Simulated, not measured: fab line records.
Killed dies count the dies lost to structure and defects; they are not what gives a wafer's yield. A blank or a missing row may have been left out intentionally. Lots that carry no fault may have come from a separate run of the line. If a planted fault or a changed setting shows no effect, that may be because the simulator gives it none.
2 desks, one fault	flow n5 finfet	every desk sees just its own numbers, and what lay behind them comes last

METROLOGY DESK
Means of the sampled wafers that have a number, per lot and without regard to the tool the lot ran on: this is what the gauges read. Any lot whose mean is over 4 standard deviations away from the usual mean is out of limits and marked OUT; that distance is given in the brackets. Of its 17 readings 7 are shown: the one that was out of limits first, and those that lie furthest out on some lot.
Columns: A = RS_SD_N at N5_SD_ACTIVATION_RS_MEAS_03, usual 21.82 ohm/sq; B = RS_SD_P at N5_SD_ACTIVATION_RS_MEAS_03, usual 55.8 ohm/sq; C = ION_P at N5_BEOL_M4_RC_MEAS_101, usual 462 uA/um; D = RC_DENSE_N at N5_BEOL_M4_RC_MEAS_101, usual 19.1 ohm.um; E = RC_N at N5_BEOL_M4_RC_MEAS_101, usual 15.5 ohm.um; F = REXT_N at N5_BEOL_M4_RC_MEAS_101, usual 75.1 ohm.um; G = RS_SD_N at N5_BEOL_M4_RC_MEAS_101, usual 28.3 ohm/sq
lot	first seen here	A	B	C	D	E	F	G
L564	day 3 05:35	21.82	56.7	468	19.0	15.5	74.4	28.1
L567	day 4 00:26	21.71	55.9	455	18.8	15.3	75.1	28.0
L569	day 4 13:36	22.05	55.5	458	19.0	15.5	72.4	28.5
L570	day 4 20:32	21.88	53.7	461	18.9	15.3	75.3	28.4
L574	day 5 20:25	24.69 (+11) OUT	54.9	456	21.2 (+5.2) OUT	17.4 (+5.8) OUT	80.6	31.4 (+8.6) OUT
L577	day 6 13:10	24.72 (+12) OUT	56.0	456	21.4 (+5.7) OUT	17.4 (+5.8) OUT	81.2 (+4.1) OUT	31.6 (+9.1) OUT
L580	day 7 04:43	21.99	55.0	479	19.0	15.4	76.3	28.5
L582	day 7 15:51	22.06	56.2	464	19.0	15.4	73.7	28.6
L584	day 8 08:16	22.01	56.2	464	19.2	15.7	74.8	28.6
This desk's finding: out of limits on L574, L577; first on L574, day 6 00:49 (RS_SD_N at N5_SD_ACTIVATION_RS_MEAS_03). L564, L567, L569, L570, L580, L582, L584 stayed within limits.

TOOL OWNER'S DESK, laser anneal-01
The tool's own readings at N5_SD_ACTIVATION_LSA_01 (time 0.0008 s): means of the sampled wafers that have a number, for each lot that ran on this tool. Any lot whose mean is over 4 standard deviations away from the usual mean is out of limits and marked OUT; that distance is given in the brackets.
Columns: A = wafer_temp_C_max at N5_SD_ACTIVATION_LSA_01, usual 1085.2
lot	first seen here	A
L564	day 3 10:10	1085.6
L570	day 5 02:47	1086.4
L574	day 6 00:38	1058.9 (-20) OUT
L577	day 6 17:11	1059.8 (-20) OUT
This desk's verdict: out of limits on L574, L577, starting with L574 at day 6 00:38 (wafer_temp_C_max at N5_SD_ACTIVATION_LSA_01). L564, L570 stayed within limits.

PUT TOGETHER
On L574, L577, at day 6 00:38, an alarm was possible from the tool owner's desk.
At day 6 00:49 the metrology desk could have sounded an alarm, on L574, L577.
On laser anneal-01, each named lot ran N5_SD_ACTIVATION_LSA_01.

WHAT HAD BEEN PUT IN BY THE SIMULATOR
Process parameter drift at N5_SD_ACTIVATION_LSA_01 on laser anneal-01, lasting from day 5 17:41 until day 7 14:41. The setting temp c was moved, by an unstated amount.
Lots struck among those shown: L574, L577.
Time in hours from fault onset to the first out-of-limits reading at each desk: tool owner's desk 7, metrology desk 7.
